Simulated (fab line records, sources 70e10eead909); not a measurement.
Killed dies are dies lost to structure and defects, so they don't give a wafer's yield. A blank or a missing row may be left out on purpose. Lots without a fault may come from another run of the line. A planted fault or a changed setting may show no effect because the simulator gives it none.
Which tool did it? | flow nand_harc | 12 lots, 36 wafers sampled, at 5 steps of a route of 1302

WHAT THE GAUGES READ, wafer by wafer
NHARC_END_SORT_01.
lot  | measured     | on        | killed_at_array | killed_at_other | killed_at_periphery | killed_dies | killed_open | killed_short
L610 | day 28 19:03 | prober-01 | 73              | 3               | 7                   | 83          | 1           | 1
L612 | day 29 01:13 | prober-01 | 50 326 57       | 0 0 0           | 7 6 12              | 57 332 69   | 4 3 1       | 5 2 2
L613 | day 29 06:59 | prober-02 | 313 306 54      | 0 0 1           | 0 4 6               | 313 310 61  | 2 0 4       | 3 1 0

WHICH TOOL RAN EACH LOT (tool, then ch and the chambers of the sampled wafers, then the start)
lot  | NHARC_A_STAIRCASE_ETCH_225                    | NHARC_A_STAIRCASE_TRIM_231                    | NHARC_A_STAIRCASE_ETCH_234                    | NHARC_A_STAIRCASE_ETCH_236
L602 | rie_diel-01 ch 0,1,2, day 16 13:38 or earlier | rie_diel-01 ch 1,2, day 16 13:38 or earlier   | rie_diel-01 ch 0,2,3, day 16 13:38 or earlier | rie_diel-01 ch 1,3, day 16 13:38
L603 | rie_diel-13 ch 1,2, day 16 13:58 or earlier   | rie_diel-07 ch 0,1, day 16 13:58 or earlier   | rie_diel-07 ch 1,2, day 16 13:58 or earlier   | rie_diel-07 ch 0,2, day 16 13:58
L605 | rie_diel-01 ch 0,2,3, day 17 14:32 or earlier | rie_diel-01 ch 0,2,3, day 17 14:32 or earlier | rie_diel-01 ch 0,1,2, day 17 14:32 or earlier | rie_diel-01 ch 0,1,2, day 17 14:32
L606 | rie_diel-13 ch 0,3, day 17 23:53 or earlier   | rie_diel-13 ch 0,2, day 17 23:53 or earlier   | rie_diel-13 ch 0,2,3, day 17 23:53 or earlier | rie_diel-13 ch 0,1,3, day 17 23:53
L607 | rie_diel-13 ch 0,1,2, day 19 01:41 or earlier | rie_diel-01 ch 0,2,3, day 19 01:41 or earlier | rie_diel-01 ch 0,3, day 19 01:41 or earlier   | rie_diel-01 ch 0,1,3, day 19 01:41
L609 | rie_diel-13 ch 1,2, day 19 05:15 or earlier   | rie_diel-01 ch 0,2,3, day 19 05:15 or earlier | rie_diel-01 ch 0,2, day 19 05:15 or earlier   | rie_diel-01 ch 1,2, day 19 05:15
L610 | rie_diel-13 ch 0,2,3, day 20 07:05 or earlier | rie_diel-07 ch 0,1, day 20 07:05 or earlier   | rie_diel-07 ch 0,2, day 20 07:05 or earlier   | rie_diel-07 ch 0,1,2, day 20 07:05
L612 | rie_diel-13 ch 0,2, day 20 09:39 or earlier   | rie_diel-07 ch 1,2,3, day 20 09:39 or earlier | rie_diel-07 ch 0,3, day 20 09:39 or earlier   | rie_diel-07 ch 0,1,2, day 20 09:39
L613 | rie_diel-13 ch 0,3, day 21 04:38 or earlier   | rie_diel-07 ch 1,2, day 21 04:38 or earlier   | rie_diel-07 ch 0,1,2, day 21 04:38 or earlier | rie_diel-07 ch 0,2, day 21 04:38
L620 | rie_diel-07 ch 0,1,2, day 23 22:05 or earlier | rie_diel-07 ch 0,3, day 23 22:05 or earlier   | rie_diel-07 ch 1,2,3, day 23 22:05 or earlier | rie_diel-07 ch 0,1, day 23 22:05
L623 | rie_diel-13 ch 0,2,3, day 25 08:10 or earlier | rie_diel-13 ch 0,2,3, day 25 08:10 or earlier | rie_diel-13 ch 0,2,3, day 25 08:10 or earlier | rie_diel-13 ch 0,2,3, day 25 08:10
L624 | rie_diel-13 ch 0,1,2, day 25 18:29 or earlier | rie_diel-01 ch 0,1,2, day 25 18:29 or earlier | rie_diel-01 ch 0,1,2, day 25 18:29 or earlier | rie_diel-01 ch 0,1,3, day 25 18:29
- NHARC_A_STAIRCASE_ETCH_225: etches the open film in C4F8/O2, target depth 100 nm, time 40.5 s.
- NHARC_A_STAIRCASE_TRIM_231: chemistry O2, time 211.2 s.
- NHARC_A_STAIRCASE_ETCH_234: etches the open film in C4F8/O2, target depth 100 nm, time 40.5 s.
- NHARC_A_STAIRCASE_ETCH_236: etches the open film in C4F8/O2, target depth 100 nm, time 40.5 s.

WHAT THE TOOLS THEMSELVES READ (means of the sampled wafers that have a number; where no wafer has one, the mark that the record gives instead)
NHARC_A_STAIRCASE_ETCH_225.
lot  | tool        | oes_product_au (a.u.) | rf_vpp_V (V)
L602 | rie_diel-01 | 0.954                 | 894.7
L603 | rie_diel-13 | 0.936                 | 892.6
L605 | rie_diel-01 | 0.947                 | 894.4
L606 | rie_diel-13 | 0.939                 | 894.9
L607 | rie_diel-13 | 0.951                 | 893.2
L609 | rie_diel-13 | 0.962                 | 892.2
L610 | rie_diel-13 | 0.941                 | 894.8
L612 | rie_diel-13 | 0.948                 | 895.7
L613 | rie_diel-13 | 0.944                 | 895.3
L620 | rie_diel-07 | 0.951                 | 897.2
L623 | rie_diel-13 | 0.917                 | 894.1
L624 | rie_diel-13 | 0.941                 | 893.2

NHARC_A_STAIRCASE_TRIM_231.
lot  | tool        | drypump_motor_current_A (A) | mfc_ar_sccm (sccm) | oes_product_au (a.u.) | rf_vpp_V (V) | showerhead_plenum_p_Torr (Torr) | throttle_valve_pct (%)
L602 | rie_diel-01 | 5.1                         | 0.022              | 1.007                 | 58.2         | 3.52                            | 17.044
L603 | rie_diel-07 | 6.0                         | 0.009              | 1.014                 | 58.1         | 3.64                            | 17.033
L605 | rie_diel-01 | 5.7                         | 0.007              | 1.017                 | 57.8         | 3.47                            | 17.035
L606 | rie_diel-13 | 5.7                         | 0.026              | 0.986                 | 57.5         | 3.48                            | 17.036
L607 | rie_diel-01 | 5.7                         | 0.007              | 1.004                 | 58.1         | 3.46                            | 17.047
L609 | rie_diel-01 | 5.7                         | 0.007              | 1.008                 | 57.4         | 3.46                            | 17.029
L610 | rie_diel-07 | 5.8                         | 0.005              | 1.005                 | 57.7         | 3.64                            | 17.034
L612 | rie_diel-07 | 5.8                         | 0.010              | 1.002                 | 57.8         | 3.51                            | 17.037
L613 | rie_diel-07 | 6.2                         | 0.005              | 1.008                 | 58.9         | 3.49                            | 17.040
L620 | rie_diel-07 | 5.4                         | 0.005              | 1.002                 | 56.9         | 3.59                            | 17.042
L623 | rie_diel-13 | 5.8                         | 0.025              | 0.989                 | 58.3         | 3.46                            | 17.036
L624 | rie_diel-01 | 5.5                         | 0.014              | 1.004                 | 58.0         | 3.44                            | 17.037

NHARC_A_STAIRCASE_ETCH_234.
lot  | tool        | oes_product_au (a.u.) | rf_vpp_V (V)
L602 | rie_diel-01 | 0.952                 | 894.3
L603 | rie_diel-07 | 0.953                 | 894.9
L605 | rie_diel-01 | 0.958                 | 894.0
L606 | rie_diel-13 | 0.937                 | 895.1
L607 | rie_diel-01 | 0.970                 | 892.5
L609 | rie_diel-01 | 0.969                 | 892.5
L610 | rie_diel-07 | 0.943                 | 898.2
L612 | rie_diel-07 | 0.960                 | 897.6
L613 | rie_diel-07 | 0.961                 | 896.8
L620 | rie_diel-07 | 0.944                 | 894.6
L623 | rie_diel-13 | 0.941                 | 893.7
L624 | rie_diel-01 | 0.930                 | 892.5

NHARC_A_STAIRCASE_ETCH_236.
lot  | tool        | oes_product_au (a.u.) | rf_vpp_V (V)
L602 | rie_diel-01 | 0.931                 | 894.1
L603 | rie_diel-07 | 0.948                 | 896.1
L605 | rie_diel-01 | 0.960                 | 893.6
L606 | rie_diel-13 | 0.957                 | 895.2
L607 | rie_diel-01 | 0.954                 | 893.0
L609 | rie_diel-01 | 0.931                 | 895.3
L610 | rie_diel-07 | 0.946                 | 897.5
L612 | rie_diel-07 | 0.998                 | 897.2
L613 | rie_diel-07 | 1.036                 | 898.4
L620 | rie_diel-07 | 0.951                 | 899.9
L623 | rie_diel-13 | 0.930                 | 893.9
L624 | rie_diel-01 | 0.953                 | 892.0

THE ANSWER, worked out from the rows above alone
Rule: what is usual is taken from the lots themselves. Put in order of their means at a reading, lots are off if they are a third of the lots or fewer, leave a main group of 4 or more, and stand apart from it by a gap of 3 or more times the standard deviation of the main group's means; of several such gaps the widest counts. A main group whose means are all the same, to the digits that the tables above print for the reading, isn't used. A lot without any number at a reading at which 4 lots or more have one is off too. The other lots that the step has rows for count as sound. The gauges are gone through in route order, then the tools' own readings, and for those a lot's mean is taken as printed above. The first step at which some lot is off is used, and at that step the reading that is off furthest; a lot without a number counts as furthest.
Off: L612, L613, at NHARC_A_STAIRCASE_ETCH_236 (oes_product_au). The main group: mean 0.946 a.u., standard deviation 0.011.
A tool fits if, at that step or a process step before it, it ran every lot that is off, and no sound lot after the first of them. NHARC_A_STAIRCASE_ETCH_225 gives no start for some lots, so the hours and the order of its lots are those of NHARC_A_STAIRCASE_ETCH_236. NHARC_A_STAIRCASE_TRIM_231 gives no start for some lots, so the hours and the order of its lots are those of NHARC_A_STAIRCASE_ETCH_236. NHARC_A_STAIRCASE_ETCH_234 gives no start for some lots, so the hours and the order of its lots are those of NHARC_A_STAIRCASE_ETCH_236. None of those tried fits.

WHAT THE SIMULATOR HAD PUT IN
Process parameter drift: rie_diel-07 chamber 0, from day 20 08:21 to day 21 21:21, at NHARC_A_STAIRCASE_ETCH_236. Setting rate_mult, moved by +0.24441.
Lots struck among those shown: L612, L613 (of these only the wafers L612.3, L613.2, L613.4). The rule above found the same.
